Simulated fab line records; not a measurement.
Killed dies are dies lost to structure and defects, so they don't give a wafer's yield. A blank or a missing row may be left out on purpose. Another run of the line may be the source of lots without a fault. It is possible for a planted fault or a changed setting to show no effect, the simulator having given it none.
One fault through the eyes of 2 desks	flow n5_finfet	what lay behind the numbers comes last; until then each desk has only its own

## FROM THE METROLOGY DESK
Means of the sampled wafers that have a number, per lot and without regard to the tool the lot ran on: this is what the gauges read. Marked OUT: a lot whose mean sits more than 4 standard deviations from the usual mean, which makes it out of limits; the brackets give that distance. It has 10 readings; the 7 that lie furthest out on some lot are the ones shown.
Columns: A = IOFF_N at N5_BEOL_M4_RC_MEAS_101, usual 0.143 nA/um; B = IOFF_P at N5_BEOL_M4_RC_MEAS_101, usual 0.21 nA/um; C = ION_N at N5_BEOL_M4_RC_MEAS_101, usual 671 uA/um; D = ION_P at N5_BEOL_M4_RC_MEAS_101, usual 463 uA/um; E = SS_N at N5_BEOL_M4_RC_MEAS_101, usual 71.2 mV/dec; F = VT_N at N5_BEOL_M4_RC_MEAS_101, usual 251 mV; G = VT_P at N5_BEOL_M4_RC_MEAS_101, usual -250 mV
lot	first seen here	A	B	C	D	E	F	G
L372	day 8 19:02	0.184	0.24	685	468	71.6	247	-244
L374	day 8 23:17	0.131	0.20	674	466	70.7	252	-249
L375	day 9 04:28	0.133	0.17	674	458	71.1	251	-254
L376	day 9 06:34	0.121	0.14	660	453	70.4	254	-257
L380	day 10 14:44	0.135	0.21	673	466	71.7	251	-249
L389	day 12 22:56	0.143	0.18	674	461	71.5	250	-254
L391	day 14 05:44	0.125	0.19	662	464	71.0	253	-250
L392	day 14 18:48	0.150	0.23	668	465	71.3	251	-249
L394	day 15 03:55	0.151	0.25	674	470	71.4	251	-245
L395	day 15 04:52	0.135	0.22	668	466	71.1	249	-248
This desk's verdict: no lot among the 10 shows anything out of limits.

## THE TOOL OWNER'S DESK: cvd_co-01
The tool's own readings at N5_BEOL_M2_CVD_47 (deposits Co from CCTBA/H2, target thk 3 nm, time 223.8 s): means of the sampled wafers that have a number, for each lot that ran on this tool. Marked OUT: a lot whose mean sits more than 4 standard deviations from the usual mean, which makes it out of limits; the brackets give that distance.
Columns: A = run_length_s at N5_BEOL_M2_CVD_47, usual 246.8 s
lot	first seen here	A
L374	day 7 14:17	246.0
L375	day 8 00:27	246.2
L380	day 8 23:26	207.7 (-72) OUT
L392	day 12 17:35	246.6
L394	day 13 19:46	246.5
L395	day 13 23:50	246.3
Finding of this desk: L380 out of limits; the first was L380 at day 8 23:26, on run_length_s at N5_BEOL_M2_CVD_47. In limits: L374, L375, L392, L394, L395.

## ALL TOGETHER
At day 8 23:26, on L380, the tool owner's desk was in a position to raise an alarm.
From the metrology desk's view, nothing was out of limits.
The metrology desk has L380 on record, within its limits.
Of the lots named, all ran N5_BEOL_M2_CVD_47 on cvd_co-01.

## WHAT WAS PUT IN BY THE SIMULATOR
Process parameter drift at N5_BEOL_M2_CVD_47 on cvd_co-01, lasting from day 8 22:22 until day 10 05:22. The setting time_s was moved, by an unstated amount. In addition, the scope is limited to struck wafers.
Lots struck among those shown: L380.
Delay in hours, fault start to first out-of-limits reading, by desk: the tool owner's desk at 1.
